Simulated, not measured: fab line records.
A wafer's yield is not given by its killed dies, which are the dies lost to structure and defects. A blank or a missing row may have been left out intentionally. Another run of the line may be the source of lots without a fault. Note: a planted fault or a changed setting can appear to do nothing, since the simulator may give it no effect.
fab line records ; flow n5Finfet
record lots=6; wafers=16; lastDay=17
route steps=1938 shown BEOL_M1@780 BEOL_M4@1111
lots that met no fault: taken from a fault-free run of the same line
startH: hours from the record's opening day to when the first of the lot's shown wafers began ; waitH: time in hours since the lot's previous step ; " same as the row above ; L1.1+2: a single row standing in for several wafers ; - value missing, or start not given ; * or withheld: withheld ; < > ~ a bound
route shown NAME@n: NAME is a module with steps in the file, n the number in the route of the first one ; usual: mean/standard deviation taken from wafers without a fault ; same: alike in all rows ; chamber/n: place in a boat ; sites: readings site by site ; _std_site: standard deviation across them ; _edge_site: mean of outer sites minus mean of inner sites ; radiusMm: for every site, how far away it sits from the centre of the wafer ; mask NAME#n: copy n ; behind: the most recent tool/chamber to have shaped the wafer ; hold: why the lot went on hold/how many hours it stayed there/how the hold came to an end ; device: transistor that didn't switch, given as n, p or np ; end of line: the tests these same wafers got at the end of their route ; a step with no rows: only its recipe ; killed: dies lost to structure and defects at the first sort, not the wafer's yield ; map: dies across one wafer; x = killed, . = not, _ = none there
set.NAME: the setting that was run; set.NAME@STEP: the one run at that earlier step ; model.NAME: the simulator's own value behind a step, which no gauge read
lots at selected steps of the route; one table per step, one row per wafer
services: from which hour (startH, from the record's first day; less than 0 if before it) a tool's chamber was out of use, for how many hours, and why
## steps
# step N5_BEOL_M1_COAT_22
# recipe resist=CAR-EUV; spinRpm=1500; resistThkNm=30
# step N5_BEOL_M1_EBR_24
# recipe solvent=PGMEA; ebrWidthMm=1.5
# step N5_BEOL_M1_SOFTBAKE_23
# recipe tempC=110; timeS=60; resist=CAR-EUV
# step N5_BEOL_M1_EXPOSE_25
# recipe maskId=V0; na=0.33; sourceShape=quasar; sigmaInner=0.2; sigmaOuter=0.8; polarization=unpolarized; defocusNm=5; targetCdNm=24; doseMj=63
# step N5_BEOL_M1_PEB_26
# recipe pebTempC=100; pebTimeS=60; resist=CAR-EUV
# step N5_BEOL_M1_DEVELOP_27
# recipe developTimeS=30; developer=TMAH; resist=CAR-EUV; rinseLiquid=surfactantRinse; dry=airSpin; devTempC=23
# step N5_BEOL_M1_CD_MEAS_28
# recipe landingEnergyEv=500; detector=seInlens; targetCdYNm=23.3
# usual cdNm=23.99/0.24
lot.wafer;tool;chamber;startH;waitH;cdNm
L506.1;cdSem-02;0;172.49;-;24.09
L506.4;cdSem-02;0;172.49;-;23.76
L506.5;cdSem-02;0;172.49;-;23.99
L511.1;cdSem-02;0;205.74;-;23.72
L511.2;cdSem-02;0;205.74;-;24.00
L511.3;cdSem-02;0;205.74;-;24.12
L512.1;cdSem-01;0;205.80;-;24.21
L512.5;cdSem-01;0;205.80;-;23.85
L516.3;cdSem-03;0;227.64;-;24.05
L516.5;cdSem-03;0;227.64;-;24.50
L516.6;cdSem-03;0;227.64;-;24.07
L518.1;cdSem-02;0;240.06;-;23.90
L518.5;cdSem-02;0;240.06;-;24.18
L520.4;cdSem-01;0;259.84;-;23.91
L520.5;cdSem-01;0;259.84;-;24.26
L520.6;cdSem-01;0;259.84;-;24.03
# step N5_BEOL_M1_OVL_MEAS_29
# recipe pointsPerWafer=522
# usual V0_OVL=0.3/0.64
lot.wafer;tool;chamber;startH;waitH;V0_OVL[nm]
L506.1;overlay-02;0;172.52;0.0;-0.1
L506.4;overlay-02;0;172.52;0.0;0.8
L506.5;overlay-02;0;172.52;0.0;0.4
L511.1;overlay-02;0;205.77;0.0;-0.4
L511.2;overlay-02;0;205.77;0.0;-0.1
L511.3;overlay-02;0;205.77;0.0;0.1
L512.1;overlay-02;0;205.83;0.0;-0.5
L512.5;overlay-02;0;205.83;0.0;-0.2
L516.3;overlay-02;0;227.68;0.0;0.5
L516.5;overlay-02;0;227.68;0.0;0.7
L516.6;overlay-02;0;227.68;0.0;0.1
L518.1;overlay-02;0;240.09;0.0;1.2
L518.5;overlay-02;0;240.09;0.0;0.4
L520.4;overlay-01;0;259.88;0.0;0.3
L520.5;overlay-01;0;259.88;0.0;0.7
L520.6;overlay-01;0;259.88;0.0;0.1
# step N5_BEOL_M1_INSPECT_30
# recipe mode=adi; inspectInstrument=brightfield
# usual rawDefectCount=440/110
lot.wafer;tool;chamber;startH;waitH;rawDefectCount
L506.1;defectInspect-02;-;172.58;0.1;343
L506.4;defectInspect-02;-;172.58;0.1;318
L506.5;defectInspect-02;-;172.58;0.1;410
L511.1;defectInspect-01;-;205.83;0.1;515
L511.2;defectInspect-01;-;205.83;0.1;505
L511.3;defectInspect-01;-;205.83;0.1;466
L512.1;defectInspect-01;-;205.89;0.1;425
L512.5;defectInspect-01;-;205.89;0.1;395
L516.3;defectInspect-02;-;227.72;0.0;407
L516.5;defectInspect-02;-;227.72;0.0;381
L516.6;defectInspect-02;-;227.72;0.0;302
L518.1;defectInspect-01;-;240.15;0.1;421
L518.5;defectInspect-01;-;240.15;0.1;315
L520.4;defectInspect-01;-;259.92;0.0;339
L520.5;defectInspect-01;-;259.92;0.0;369
L520.6;defectInspect-01;-;259.92;0.0;375
# step N5_BEOL_M1_DESCUM_33
# recipe chemistry=O2; timeS=7; sourcePowerW=50; biasPowerW=20; pressureMtorr=20; rfFrequencyHz=2.712e+07; tempC=40; resist=CAR-EUV; o2FlowSccm=225
# usual drypumpMotorCurrentA=5.7/0.32; oesProductAu=0.76/0.078; rfFwdPowerW=49.40/0.22; rfVppV=243.1/1.3; showerheadPlenumPTorr=2.09/0.073; tempC=40.00/0.11; throttleValvePct=20.50/0.19
lot.wafer;tool;chamber;startH;waitH;drypumpMotorCurrentA;oesProductAu;rfFwdPowerW;rfHoursCounterH;rfVppV;showerheadPlenumPTorr;tempC;throttleValvePct
L506.1;rieDiel-06;3;172.61;0.0;5.8;0.92;49.40;36;242.4;2.14;40.02;20.70
L506.4;rieDiel-06;2;172.61;0.0;5.5;0.70;49.12;207;242.6;2.08;39.94;20.46
L506.5;rieDiel-06;3;172.61;0.0;5.8;0.91;49.53;-;243.0;2.14;40.06;20.68
L511.1;rieDiel-03;0;205.86;0.0;5.4;0.70;49.63;206;243.1;2.05;39.99;20.49
L511.2;rieDiel-03;3;205.86;0.0;5.2;0.74;49.63;186;241.3;2.07;39.83;20.44
L511.3;rieDiel-03;1;205.86;0.0;6.2;0.70;49.27;198;242.2;2.00;40.09;20.66
L512.1;rieDiel-05;3;205.92;0.0;6.1;0.90;49.72;20;244.9;2.22;39.95;20.50
L512.5;rieDiel-05;0;205.92;0.0;5.8;0.76;49.74;-;242.3;2.01;40.01;20.70
L516.3;rieDiel-06;1;227.76;0.0;5.9;0.73;49.29;185;244.8;2.19;40.11;20.64
L516.5;rieDiel-06;1;227.76;0.0;5.9;0.72;49.25;-;244.9;2.19;40.18;20.65
L516.6;rieDiel-06;0;227.76;0.0;5.8;0.72;49.36;-;243.6;2.09;40.11;20.71
L518.1;rieDiel-03;0;240.18;0.0;5.4;0.69;49.81;218;241.7;2.05;40.03;20.49
L518.5;rieDiel-03;1;240.18;0.0;6.2;0.69;49.54;-;240.8;1.99;39.99;20.68
L520.4;rieDiel-03;0;259.96;0.0;5.4;0.69;49.75;226;243.1;2.05;39.97;20.51
L520.5;rieDiel-03;3;259.96;0.0;5.2;0.72;49.23;-;243.2;2.06;39.86;20.48
L520.6;rieDiel-03;0;259.96;0.0;5.4;0.68;49.69;-;242.2;2.05;40.03;20.50
# step N5_BEOL_M1_ETCH_77
# recipe chemistry=N2/H2; target=underlayer; targetDepthA=65; maskMaterial=CAR-EUV; timeS=5.2; ionEnergyEv=200; pressureMtorr=30; sourceW=840; biasW=150; n2FlowSccm=200; h2FlowSccm=200; ends=cleared
# usual drypumpMotorCurrentA=5.7/0.32; etchRfOnTimeS=5.15/0.15; oesProductAu=0.65/0.065; rfFwdPowerW=819.1/2.5; rfVppV=523.8/2.6; showerheadPlenumPTorr=2.55/0.087; throttleValvePct=17.96/0.17
lot.wafer;tool;chamber;startH;waitH;drypumpMotorCurrentA;etchRfOnTimeS;oesProductAu;rfFwdPowerW;rfHoursCounterH;rfVppV;showerheadPlenumPTorr;throttleValvePct
L506.1;rieDiel-06;3;172.65;0.0;5.8;5.12;0.77;820.0;36;523.9;2.59;17.99
L506.4;rieDiel-06;2;172.65;0.0;5.5;5.40;0.59;822.2;207;524.9;2.53;17.89
L506.5;rieDiel-06;3;172.65;0.0;5.8;5.09;0.78;818.0;-;525.8;2.60;18.02
L511.1;rieDiel-03;0;205.90;0.0;5.4;5.22;0.60;815.1;206;523.5;2.52;18.14
L511.2;rieDiel-03;3;205.90;0.0;5.3;5.16;0.62;821.7;186;524.0;2.53;18.05
L511.3;rieDiel-03;1;205.90;0.0;6.2;5.05;0.62;816.7;198;520.6;2.42;18.11
L512.1;rieDiel-05;3;205.95;0.0;6.1;5.35;0.75;821.8;20;527.7;2.71;17.99
L512.5;rieDiel-05;0;205.95;0.0;5.9;4.93;0.65;814.4;-;520.8;2.43;17.96
L516.3;rieDiel-06;1;227.79;0.0;5.9;5.31;0.61;818.9;185;525.1;2.64;18.02
L516.5;rieDiel-06;1;227.79;0.0;5.9;5.37;0.61;816.0;-;526.4;2.64;18.04
L516.6;rieDiel-06;0;227.79;0.0;5.8;5.17;0.61;821.1;-;523.7;2.52;18.03
L518.1;rieDiel-03;0;240.22;0.0;5.4;5.18;0.59;817.9;218;522.8;2.52;18.20
L518.5;rieDiel-03;1;240.22;0.0;6.2;4.98;0.59;823.3;-;518.2;2.42;18.13
L520.4;rieDiel-03;0;259.99;0.0;5.4;5.19;0.60;817.2;226;521.5;2.52;18.17
L520.5;rieDiel-03;3;259.99;0.0;5.2;5.09;0.62;820.2;-;525.6;2.52;18.08
L520.6;rieDiel-03;0;259.99;0.0;5.4;5.16;0.58;816.6;-;521.1;2.52;18.18
# step N5_BEOL_M1_ETCH_69
# recipe chemistry=CF4; target=SiARC; targetDepthA=156; maskMaterial=CAR-EUV; timeS=26; ionEnergyEv=80; pressureMtorr=40; sourceW=545; biasW=36; Ar_flow_sccm=100; cf4FlowSccm=100; ends=cleared
# usual drypumpMotorCurrentA=5.7/0.32; etchRfOnTimeS=25.7/0.72; mfcArSccm=100.0/0.32; oesProductAu=0.66/0.064; rfFwdPowerW=532.6/2.4; rfVppV=184.2/1.2; showerheadPlenumPTorr=2.15/0.066; throttleValvePct=15.70/0.17
lot.wafer;tool;chamber;startH;waitH;drypumpMotorCurrentA;etchRfOnTimeS;mfcArSccm;oesProductAu;rfFwdPowerW;rfHoursCounterH;rfVppV;showerheadPlenumPTorr;throttleValvePct
L506.1;rieDiel-06;3;172.66;0.0;5.8;25.6;99.6;0.77;533.5;36;184.8;2.18;15.66
L506.4;rieDiel-06;2;172.66;0.0;5.5;26.8;100.0;0.59;532.1;207;184.3;2.12;15.58
L506.5;rieDiel-06;3;172.66;0.0;5.8;25.5;99.9;0.78;533.5;-;184.0;2.17;15.68
L511.1;rieDiel-03;0;205.91;0.0;5.4;26.0;99.8;0.60;535.8;206;184.3;2.12;15.78
L511.2;rieDiel-03;3;205.91;0.0;5.3;25.6;99.8;0.63;531.5;186;184.6;2.14;15.73
L511.3;rieDiel-03;1;205.91;0.0;6.2;25.2;100.0;0.61;533.6;198;181.7;2.05;15.85
L512.1;rieDiel-05;3;205.97;0.0;6.1;26.7;99.9;0.75;532.6;20;185.1;2.27;15.62
L512.5;rieDiel-05;0;205.97;0.0;5.9;24.4;100.0;0.66;534.0;-;182.8;2.07;15.95
L516.3;rieDiel-06;1;227.81;0.0;5.9;26.6;100.5;0.62;533.3;185;185.8;2.22;15.80
L516.5;rieDiel-06;1;227.81;0.0;5.9;26.6;100.0;0.62;532.4;-;184.7;2.22;15.79
L516.6;rieDiel-06;0;227.81;0.0;5.8;25.4;99.8;0.62;532.0;-;184.9;2.15;15.91
L518.1;rieDiel-03;0;240.23;0.0;5.4;25.9;100.1;0.60;536.2;218;183.6;2.12;15.82
L518.5;rieDiel-03;1;240.23;0.0;6.2;24.9;100.1;0.61;532.5;-;181.9;2.05;15.88
L520.4;rieDiel-03;0;260.01;0.0;5.4;25.5;100.3;0.59;534.7;226;182.3;2.12;15.81
L520.5;rieDiel-03;3;260.01;0.0;5.2;25.3;99.7;0.63;530.1;-;183.3;2.13;15.77
L520.6;rieDiel-03;0;260.01;0.0;5.4;25.8;100.2;0.59;536.1;-;183.4;2.12;15.83
# step N5_BEOL_M1_ALD_98
# recipe material=SiO2; targetThkA=25; tempC=100; aldPrecursorFamily=BDEAS; aldCoReactant=O2-plasma; pulseTimeS=1; coReactantPulseTimeS=1; purgeTimeS=2; coReactantPurgeTimeS=2; aldCycles=17; pressureTorr=2
# usual aldCycles=17/0; heaterPowerW=74/8.3; precursorPulseHeightRel=0.998/0.021
lot.wafer;tool;chamber;startH;waitH;aldCycles;heaterPowerW;precursorPulseHeightRel;sinceWetCleanH
L506.1;aldSin-04;0;172.75;0.1;17;86;1.032;360
L506.4;aldSin-04;2;172.75;0.1;17;76;0.996;360
L506.5;aldSin-04;1;172.75;0.1;17;76;1.033;-
L511.1;aldSin-03;0;206.00;0.1;17;70;1.008;106
L511.2;aldSin-03;3;206.00;0.1;17;74;1.017;106
L511.3;aldSin-03;1;206.00;0.1;17;78;1.011;106
L512.1;aldSin-03;3;206.49;0.5;19;72;1.029;106
L512.5;aldSin-03;3;206.49;0.5;17;74;0.995;-
L516.3;aldSin-01;0;227.89;0.1;17;67;1.009;325
L516.5;aldSin-01;0;227.89;0.1;17;65;0.964;-
L516.6;aldSin-01;1;227.89;0.1;17;64;0.981;-
L518.1;aldSin-03;0;240.32;0.1;19;69;0.995;140
L518.5;aldSin-03;3;240.32;0.1;17;71;1.016;-
L520.4;aldSin-01;2;260.34;0.3;17;93;0.981;358
L520.5;aldSin-01;1;260.34;0.3;17;65;0.996;-
L520.6;aldSin-01;0;260.34;0.3;17;67;0.972;-
# step N5_BEOL_M1_ETCHBACK_99
# recipe chemistry=CHF3; target=SiO2; targetDepthA=50; timeS=10.4; sourceW=215; biasW=47; Ar_flow_sccm=200; CHF3_flow_sccm=12; ionEnergyEv=100; pressureMtorr=30
# usual drypumpMotorCurrentA=5.76/0.24; mfcArSccm=200.0/0.64; oes_ar_750_au=0.77/0.073; oesProductAu=0.77/0.078; rfFwdPowerW=212.4/0.97; rfVppV=241/4.7; showerheadPlenumPTorr=2.16/0.064; throttleValvePct=17.14/0.18
lot.wafer;tool;chamber;startH;waitH;drypumpMotorCurrentA;mfcArSccm;oes_ar_750_au;oesProductAu;rfFwdPowerW;rfHoursCounterH;rfVppV;showerheadPlenumPTorr;throttleValvePct
L506.1;rieDiel-06;3;175.13;2.3;5.80;199.8;0.90;0.93;213.3;36;236;2.20;17.21
L506.4;rieDiel-06;0;175.13;2.3;5.85;198.2;0.74;0.74;211.4;150;235;2.15;17.29
L506.5;rieDiel-06;3;175.13;2.3;5.81;200.9;0.90;0.91;212.5;-;236;2.20;17.22
L511.1;rieDiel-06;1;206.63;0.6;5.93;200.5;0.74;0.72;212.9;178;245;2.23;17.17
L511.2;rieDiel-06;0;206.63;0.6;5.84;200.9;0.73;0.73;210.8;159;235;2.15;17.28
L511.3;rieDiel-06;2;206.63;0.6;5.52;199.8;0.69;0.69;212.2;215;240;2.12;16.96
L512.1;rieDiel-06;1;208.33;1.8;5.92;199.5;0.74;0.73;212.7;179;245;2.23;17.18
L512.5;rieDiel-06;2;208.33;1.8;5.54;200.5;0.69;0.69;211.9;-;240;2.12;16.97
L516.3;rieDiel-06;0;234.70;6.8;5.84;200.9;0.72;0.73;211.7;168;235;2.14;17.32
L516.5;rieDiel-06;0;234.70;6.8;5.82;200.7;0.73;0.73;211.9;-;234;2.14;17.33
L516.6;rieDiel-06;3;234.70;6.8;5.77;199.7;0.87;0.88;212.6;-;237;2.19;17.25
L518.1;rieDiel-03;0;241.21;0.8;5.39;200.4;0.69;0.70;213.5;219;244;2.12;17.22
L518.5;rieDiel-03;1;241.21;0.8;6.25;200.3;0.70;0.70;212.7;-;242;2.05;17.29
L520.4;rieDiel-06;1;264.30;3.9;5.90;199.8;0.72;0.71;212.0;196;244;2.23;17.21
L520.5;rieDiel-06;0;264.30;3.9;5.83;200.1;0.72;0.72;209.3;-;234;2.14;17.33
L520.6;rieDiel-06;1;264.30;3.9;5.94;199.0;0.73;0.71;212.2;-;244;2.23;17.21
# step N5_BEOL_M1_ETCH_70
# recipe chemistry=N2/H2; target=SOC; targetDepthA=800; overetchA=160; maskMaterial=SiARC; tempC=40; timeS=120; ionEnergyEv=200; pressureMtorr=30; sourceW=840; biasW=150; n2FlowSccm=200; h2FlowSccm=200
# usual drypumpMotorCurrentA=5.77/0.24; oesProductAu=0.59/0.056; rfFwdPowerW=835.1/2.8; rfVppV=524.2/2.2; showerheadPlenumPTorr=2.56/0.076; tempC=40.01/0.11; throttleValvePct=17.91/0.16
lot.wafer;tool;chamber;startH;waitH;drypumpMotorCurrentA;oesProductAu;rfFwdPowerW;rfHoursCounterH;rfVppV;showerheadPlenumPTorr;tempC;throttleValvePct
L506.1;rieDiel-06;3;175.16;0.0;5.83;0.68;836.0;36;524.8;2.59;40.26;17.96
L506.4;rieDiel-06;0;175.16;0.0;5.85;0.57;839.8;150;524.4;2.52;39.96;17.98
L506.5;rieDiel-06;3;175.16;0.0;5.79;0.69;835.3;-;525.6;2.59;40.06;17.97
L511.1;rieDiel-06;1;206.66;0.0;5.94;0.57;838.3;178;526.5;2.65;39.93;17.96
L511.2;rieDiel-06;0;206.66;0.0;5.80;0.55;836.4;159;523.5;2.52;40.02;18.02
L511.3;rieDiel-06;2;206.66;0.0;5.55;0.53;832.1;216;524.0;2.53;39.94;17.90
L512.1;rieDiel-06;1;208.36;0.0;5.83;0.56;836.1;179;527.4;2.65;39.97;17.97
L512.5;rieDiel-06;2;208.36;0.0;5.52;0.53;837.6;-;522.5;2.53;40.04;17.89
L516.3;rieDiel-06;0;234.74;0.0;5.83;0.55;834.4;168;523.7;2.51;40.00;18.01
L516.5;rieDiel-06;0;234.74;0.0;5.84;0.55;832.3;-;522.3;2.52;39.93;18.03
L516.6;rieDiel-06;3;234.74;0.0;5.82;0.67;836.2;-;525.0;2.59;39.98;18.01
L518.1;rieDiel-03;0;241.25;0.0;5.37;0.54;836.0;219;522.9;2.52;40.07;18.14
L518.5;rieDiel-03;1;241.25;0.0;6.25;0.53;835.5;-;519.8;2.42;39.92;18.07
L520.4;rieDiel-06;1;264.34;0.0;5.90;0.56;834.0;196;525.2;2.64;39.83;18.00
L520.5;rieDiel-06;0;264.34;0.0;5.84;0.55;831.2;-;521.6;2.51;40.13;18.04
L520.6;rieDiel-06;1;264.34;0.0;5.90;0.55;834.7;-;526.4;2.64;39.98;17.99
# step N5_BEOL_M1_STRIP_71
# recipe chemistry=N2/H2; tempC=40; n2FlowSccm=200; h2FlowSccm=200; rfFrequencyHz=6e+07
# step N5_BEOL_M1_STRIP_78
# recipe chemistry=N2/H2; tempC=40; n2FlowSccm=200; h2FlowSccm=200; rfFrequencyHz=6e+07
# step N5_BEOL_M1_VIA_ETCH_34
# recipe chemistry=C4F6/O2; targetDepthA=678; maskMaterial=SOC; pressureMtorr=15; ionEnergyEv=250; taperDeg=4; timeS=64.4; sourceW=350; biasW=170; Ar_flow_sccm=300; C4F6_flow_sccm=10; O2_flow_sccm=10
# usual drypumpMotorCurrentA=5.77/0.24; mfcArSccm=300.1/0.96; oes_ar_750_au=0.77/0.073; oesProductAu=0.77/0.077; rfFwdPowerW=346.7/1.2; rfVppV=666/13; showerheadPlenumPTorr=2.85/0.08; throttleValvePct=30.8/0.3
lot.wafer;tool;chamber;startH;waitH;drypumpMotorCurrentA;mfcArSccm;oes_ar_750_au;oesProductAu;rfFwdPowerW;rfHoursCounterH;rfVppV;showerheadPlenumPTorr;throttleValvePct;model.BEOL_M1.cdNm
L506.1;rieDiel-06;3;175.26;0.0;5.81;301.4;0.90;0.90;345.7;36;658;2.90;31.1;18
L506.4;rieDiel-06;0;175.26;0.0;5.86;298.4;0.75;0.74;345.7;150;649;2.84;31.1;18.4
L506.5;rieDiel-06;3;175.26;0.0;5.84;301.5;0.90;0.91;347.0;-;657;2.90;31.1;18
L511.1;rieDiel-06;1;206.76;0.0;5.91;300.6;0.74;0.72;347.7;178;676;2.94;30.8;17.8
L511.2;rieDiel-06;0;206.76;0.0;5.82;300.8;0.74;0.72;346.2;159;650;2.83;31.1;18.2
L511.3;rieDiel-06;2;206.76;0.0;5.52;298.7;0.69;0.68;346.4;216;665;2.80;30.6;17.8
L512.1;rieDiel-06;1;208.46;0.0;5.92;301.4;0.73;0.72;347.8;179;678;2.94;30.7;17.2
L512.5;rieDiel-06;2;208.46;0.0;5.53;299.9;0.68;0.69;347.4;-;665;2.80;30.6;18.2
L516.3;rieDiel-06;0;234.84;0.0;5.84;302.1;0.73;0.72;346.0;168;649;2.83;31.1;18.4
L516.5;rieDiel-06;0;234.84;0.0;5.82;300.1;0.73;0.72;345.7;-;650;2.83;31.1;18.2
L516.6;rieDiel-06;3;234.84;0.0;5.81;300.4;0.88;0.87;346.8;-;657;2.89;31.1;18
L518.1;rieDiel-03;0;241.35;0.0;5.37;299.8;0.70;0.70;346.7;219;676;2.80;31.0;17.6
L518.5;rieDiel-03;1;241.35;0.0;6.21;300.7;0.71;0.71;347.6;-;671;2.71;30.9;17.8
L520.4;rieDiel-06;1;264.44;0.0;5.92;301.3;0.72;0.71;346.0;196;676;2.93;30.8;18.4
L520.5;rieDiel-06;0;264.44;0.0;5.83;300.5;0.72;0.72;344.8;-;648;2.83;31.1;18
L520.6;rieDiel-06;1;264.44;0.0;5.92;299.5;0.73;0.70;346.3;-;676;2.94;30.8;18.4
# step N5_BEOL_M1_STRIP_83
# recipe chemistry=C4F6/O2; resist=SiARC; rfFrequencyHz=6e+07
# step N5_BEOL_M4_RC_MEAS_101
# usual DIBL_N=36.6/2.1; DIBL_P=36.3/2.2; IOFF_N=0.16/0.036; IOFF_P=0.21/0.038; ION_N=671/12; ION_P=460/7.5; SS_N=71.8/0.72; SS_P=73.3/0.72; VT_N=250/3.2; VT_P=-250/3.5
lot.wafer;tool;chamber;startH;waitH;DIBL_N[mV/V];DIBL_P[mV/V];IOFF_N[nA/um];IOFF_P[nA/um];ION_N[uA/um];ION_P[uA/um];SS_N[mV/dec];SS_P[mV/dec];VT_N[mV];VT_P[mV]
L506.1;prober-01;0;208.95;0.0;34.1;33.5;0.14;0.18;662;451;70.5;73.2;252;-253
L506.4;prober-01;0;208.95;0.0;34.2;35.0;0.14;0.20;673;466;70.8;72.8;251;-253
L506.5;prober-01;0;208.95;0.0;33.3;33.0;0.13;0.18;665;458;70.1;72.7;251;-253
L511.1;prober-01;0;242.26;0.0;39.2;36.8;0.17;0.20;663;453;73.3;73.4;252;-252
L511.2;prober-01;0;242.26;0.0;38.7;36.8;0.17;0.21;664;460;72.5;73.7;249;-250
L511.3;prober-01;0;242.26;0.0;41.4;39.9;0.22;0.25;666;454;73.0;75.0;248;-248
L512.1;prober-01;0;243.19;0.6;35.5;36.2;0.14;0.19;665;455;71.9;73.6;252;-251
L512.5;prober-01;0;243.19;0.6;34.6;34.6;0.13;0.18;653;452;72.0;72.3;254;-256
L516.3;prober-02;0;275.32;0.3;33.5;34.4;0.12;0.17;661;449;71.8;71.9;253;-254
L516.5;prober-02;0;275.32;0.3;36.6;37.1;0.17;0.21;667;452;71.8;74.0;251;-250
L516.6;prober-02;0;275.32;0.3;34.3;34.8;0.14;0.18;676;463;71.0;72.6;250;-251
L518.1;prober-02;0;282.89;0.0;32.8;32.3;0.11;0.16;660;457;70.5;72.7;257;-255
L518.5;prober-02;0;282.89;0.0;35.5;35.2;0.14;0.19;667;457;71.7;72.5;254;-254
L520.4;prober-01;0;300.26;0.5;38.9;36.7;0.17;0.21;660;455;72.1;73.4;251;-252
L520.5;prober-01;0;300.26;0.5;38.5;36.4;0.18;0.20;693;468;71.3;73.2;248;-250
L520.6;prober-01;0;300.26;0.5;35.8;33.5;0.13;0.15;679;453;70.6;72.0;250;-253
## services
tool;chamber;startH;hours;kind
aldSin-04;-;176.75;14.0;pm
aldSin-04;0;176.75;14.0;ventCycle
aldSin-04;1;176.75;14.0;ventCycle
aldSin-04;2;176.75;14.0;ventCycle
aldSin-04;3;176.75;14.0;ventCycle
aldSin-01;-;179.83;6.1;pm
aldSin-04;0;190.75;-;clean
aldSin-04;1;190.75;-;clean
aldSin-04;2;190.75;-;clean
aldSin-04;3;190.75;-;clean
aldSin-04;3;191.51;5.3;repair
rieDiel-03;2;214.25;38.8;repair
aldSin-03;1;238.22;2.6;repair
aldSin-03;2;259.47;5.1;repair
## key
firstSign step=N5_BEOL_M1_ALD_98; reading=aldCycles; direction=up; sigmas=99+; usual=*; struck=*
effect none on later readings
modelEffect step=N5_BEOL_M1_VIA_ETCH_34; value=BEOL_M1.cdNm; without=18; struck=17.4
metAt N5_BEOL_M1_ALD_98
struckWafers L512.1,L518.1
onsetBetween 206.00 206.49
fault kind=processParameterDrift; tool=aldSin-03; chamber=-; onsetH=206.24; steps=N5_BEOL_M1_ALD_98; channel=aldCycles; offset=*; shape=step; endH=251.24; scope=struckWafersOnly; actsIn=*; stated=*
